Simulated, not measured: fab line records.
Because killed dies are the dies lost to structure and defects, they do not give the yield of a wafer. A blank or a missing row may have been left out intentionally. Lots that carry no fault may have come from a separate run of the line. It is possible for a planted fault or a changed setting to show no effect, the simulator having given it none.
Split-lot trial | flow n5_finfet | 39 wafers read across 7 lots, on a route 1938 steps long

## ABOUT THE SPLIT
At N5_SD_EPI_N_EPI_21 (deposits Si:P, time 690 s), the setting pressure_torr was moved away from the recipe's 255 Torr on 30 of the 39 wafers read, by -14.3% to +17.5%. The other wafers ran this setting at the recipe's value.

The reading is taken at the split's own step.

## THE READING
Si-P_of_SD_EPI_N_EPI_21.thk_nm (the simulator's own value, which no gauge read), in nm, at N5_SD_EPI_N_EPI_21 (deposits Si:P, time 690 s). The file gives no usual value for it. Average 59.6 nm, standard deviation 0.66 nm, over the 9 wafers here run with the recipe.

wafer  | tool, chamber at the split | pressure_torr as run, Torr | against the recipe | Si-P_of_SD_EPI_N_EPI_21.thk_nm, nm | against lot-mates on the recipe
L075.1 | epi_rpcvd-04, 0            | 269.2                      | +5.6%              | 59.8                               | no lot-mate on the recipe
L075.2 | epi_rpcvd-04, 0            | 269.2                      | +5.6%              | 60.4                               | no lot-mate on the recipe
L075.3 | epi_rpcvd-04, 0            | 269.2                      | +5.6%              | 61                                 | no lot-mate on the recipe
L075.5 | epi_rpcvd-04, 0            | 269.2                      | +5.6%              | 61                                 | no lot-mate on the recipe
L075.4 | epi_rpcvd-04, 0            | 269.2                      | +5.6%              | 60.2                               | no lot-mate on the recipe
L075.6 | epi_rpcvd-04, 0            | 269.2                      | +5.6%              | 60.2                               | no lot-mate on the recipe
L082.1 | epi_rpcvd-03, 0            | 218.6                      | -14.3%             | 54.6                               | no lot-mate on the recipe
L082.2 | epi_rpcvd-03, 0            | 218.6                      | -14.3%             | 55.2                               | no lot-mate on the recipe
L082.3 | epi_rpcvd-03, 0            | 218.6                      | -14.3%             | 54                                 | no lot-mate on the recipe
L082.4 | epi_rpcvd-03, 0            | 218.6                      | -14.3%             | 54.8                               | no lot-mate on the recipe
L082.5 | epi_rpcvd-03, 0            | 218.6                      | -14.3%             | 54.4                               | no lot-mate on the recipe
L082.6 | epi_rpcvd-03, 0            | 218.6                      | -14.3%             | 55                                 | no lot-mate on the recipe
L085.1 | epi_rpcvd-04, 0            | 235.6                      | -7.6%              | 57                                 | no lot-mate on the recipe
L085.2 | epi_rpcvd-04, 0            | 235.6                      | -7.6%              | 56.8                               | no lot-mate on the recipe
L085.3 | epi_rpcvd-04, 0            | 235.6                      | -7.6%              | 56.8                               | no lot-mate on the recipe
L085.4 | epi_rpcvd-04, 0            | 235.6                      | -7.6%              | 56                                 | no lot-mate on the recipe
L085.5 | epi_rpcvd-04, 0            | 235.6                      | -7.6%              | 57.4                               | no lot-mate on the recipe
L085.6 | epi_rpcvd-04, 0            | 235.6                      | -7.6%              | 56.6                               | no lot-mate on the recipe
L089.1 | epi_rpcvd-03, 0            | 299.7                      | +17.5%             | 62.6                               | no lot-mate on the recipe
L089.6 | epi_rpcvd-03, 0            | 299.7                      | +17.5%             | 62.6                               | no lot-mate on the recipe
L089.2 | epi_rpcvd-03, 0            | 299.7                      | +17.5%             | 62.2                               | no lot-mate on the recipe
L089.3 | epi_rpcvd-03, 0            | 299.7                      | +17.5%             | 62.4                               | no lot-mate on the recipe
L089.4 | epi_rpcvd-03, 0            | 299.7                      | +17.5%             | 63                                 | no lot-mate on the recipe
L089.5 | epi_rpcvd-03, 0            | 299.7                      | +17.5%             | 62.8                               | no lot-mate on the recipe
L091.2 | epi_rpcvd-03, 0            | 255                        | recipe             | 59                                 | -
L091.3 | epi_rpcvd-03, 0            | 255                        | recipe             | 59                                 | -
L091.4 | epi_rpcvd-03, 0            | 255                        | recipe             | 58.4                               | -
L093.1 | epi_rpcvd-04, 0            | 223                        | -12.5%             | 55.8                               | no lot-mate on the recipe
L093.2 | epi_rpcvd-04, 0            | 223                        | -12.5%             | 55.8                               | no lot-mate on the recipe
L093.3 | epi_rpcvd-04, 0            | 223                        | -12.5%             | 55.4                               | no lot-mate on the recipe
L093.4 | epi_rpcvd-04, 0            | 223                        | -12.5%             | 55.4                               | no lot-mate on the recipe
L093.5 | epi_rpcvd-04, 0            | 223                        | -12.5%             | 55.4                               | no lot-mate on the recipe
L093.6 | epi_rpcvd-04, 0            | 223                        | -12.5%             | 56                                 | no lot-mate on the recipe
L097.1 | epi_rpcvd-04, 0            | 255                        | recipe             | 59.8                               | -
L097.2 | epi_rpcvd-04, 0            | 255                        | recipe             | 60                                 | -
L097.4 | epi_rpcvd-04, 0            | 255                        | recipe             | 60                                 | -
L097.3 | epi_rpcvd-04, 0            | 255                        | recipe             | 59.6                               | -
L097.5 | epi_rpcvd-04, 0            | 255                        | recipe             | 60.2                               | -
L097.6 | epi_rpcvd-04, 0            | 255                        | recipe             | 60.6                               | -

FIT RESULTS
A straight line over all 39 wafers: Si-P_of_SD_EPI_N_EPI_21.thk_nm changes by +0.251 nm for each +1% of pressure_torr; r = +0.97; the points scatter about the line by 0.7 nm.
Too few moved wafers with a lot-mate on the recipe to fit a line net of each lot's own level.

## THE WHOLE CHAIN: every reading that the file lists as answering this split, in the file's order
step                    | what it does              | reading                                                                         | change (the file's fit)               | r (the file's)
N5_SD_EPI_N_EPI_21      | deposits Si:P, time 690 s | Si-P_of_SD_EPI_N_EPI_21.thk_nm (the simulator's own value, which no gauge read) | +0.251 nm for each +1% of the setting | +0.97
N5_SD_EPI_N_EPI_MEAS_23 |                           | thk_nm                                                                          | withheld for each +1% of the setting  | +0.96

## FILE'S OWN FIT
Si-P_of_SD_EPI_N_EPI_21.thk_nm changes by +0.251 nm for each +1% of pressure_torr, r = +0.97.
